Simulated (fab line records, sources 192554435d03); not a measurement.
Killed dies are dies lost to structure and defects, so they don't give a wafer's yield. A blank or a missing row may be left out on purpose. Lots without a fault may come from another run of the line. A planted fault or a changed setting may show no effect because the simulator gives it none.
Split-lot experiment | flow n5_finfet | 7 lots, 21 wafers read, on a route of 1938 steps

THE SPLIT
At N5_SD_EPI_N_EPI_21 (deposits Si:P, time 690 s), the setting temp_c was moved away from the recipe's 680 C on 5 of the 21 wafers read, by -0.6% to +0.3%. The other wafers ran this setting at the recipe's value.

The reading is taken at the split's own step.

THE READING
Si-P_of_SD_EPI_N_EPI_21.thk_nm (the simulator's own value, which no gauge read), in nm, at N5_SD_EPI_N_EPI_21 (deposits Si:P, time 690 s). The file gives no usual value for it. The 16 wafers here that ran the recipe average 58.6 nm, standard deviation 0.38 nm.

wafer  | tool, chamber at the split | temp_c as run, C | against the recipe | Si-P_of_SD_EPI_N_EPI_21.thk_nm, nm | against lot-mates on the recipe
L078.2 | epi_rpcvd-01, 0            | 676              | -0.6%              | 55.2                               | -3.4
L078.3 | epi_rpcvd-01, 0            | 676              | -0.6%              | 54.4                               | -4.2
L078.6 | epi_rpcvd-01, 0            | 680              | recipe             | 58.6                               | -
L079.1 | epi_rpcvd-04, 0            | 680              | recipe             | 58.6                               | -
L079.3 | epi_rpcvd-04, 0            | 680              | recipe             | 58.6                               | -
L079.4 | epi_rpcvd-04, 0            | 680              | recipe             | 58.6                               | -
L084.3 | epi_rpcvd-01, 0            | 676.7            | -0.5%              | 54.8                               | -3.0
L084.4 | epi_rpcvd-01, 0            | 680              | recipe             | 57.8                               | -
L084.5 | epi_rpcvd-01, 0            | 676.7            | -0.5%              | 55                                 | -2.8
L085.3 | epi_rpcvd-04, 0            | 680              | recipe             | 58.4                               | -
L085.4 | epi_rpcvd-04, 0            | 680              | recipe             | 58.8                               | -
L085.5 | epi_rpcvd-04, 0            | 680              | recipe             | 58.6                               | -
L088.1 | epi_rpcvd-04, 0            | 680              | recipe             | 58.6                               | -
L088.3 | epi_rpcvd-04, 0            | 680              | recipe             | 58.8                               | -
L088.4 | epi_rpcvd-04, 0            | 680              | recipe             | 58.2                               | -
L091.2 | epi_rpcvd-03, 0            | 680              | recipe             | 59.4                               | -
L091.3 | epi_rpcvd-03, 0            | 680              | recipe             | 58.8                               | -
L091.6 | epi_rpcvd-03, 0            | 682.3            | +0.3%              | 62                                 | +2.9
L097.2 | epi_rpcvd-01, 0            | 680              | recipe             | 59.4                               | -
L097.3 | epi_rpcvd-01, 0            | 680              | recipe             | 58.8                               | -
L097.5 | epi_rpcvd-01, 0            | 680              | recipe             | 58.4                               | -

THE FIT
A straight line over all 21 wafers: Si-P_of_SD_EPI_N_EPI_21.thk_nm changes by +7.38 nm for each +1% of temp_c; r = +0.97; the points scatter about the line by 0.45 nm.
The same after taking each lot's own level away (the mean of its wafers on the recipe; 21 wafers): +6.56 nm for each +1%; r = +0.98; scatter 0.31 nm.
On that fit, the largest move of temp_c shifts the reading by 3.9 nm.
The lots' own levels span 57.80 to 59.10 nm, that is 3.4 times the standard deviation above.
So the lot-to-lot level changes the slope: the two fits differ.
Check: with one of the wafers moved furthest among these (-0.6%) left out of the fit, the line predicts -3.94 nm for it against its lot-mates. It came out at -3.4 nm against them.

OTHER SPLITS ON THESE WAFERS
These wafers also went through other splits before the reading. Each is held against what the fit with the lots' levels taken away leaves over:
other split on the same wafers     | wafers away from the commonest value | r with Si-P_of_SD_EPI_N_EPI_21.thk_nm (lot level and that fit taken away)
N5_SD_EPI_N_ETCH_16 target_depth_a | 5                                    | +0.23

THE FILE'S OWN FIT
Si-P_of_SD_EPI_N_EPI_21.thk_nm changes by +6.64 nm for each +1% of temp_c, r = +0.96.
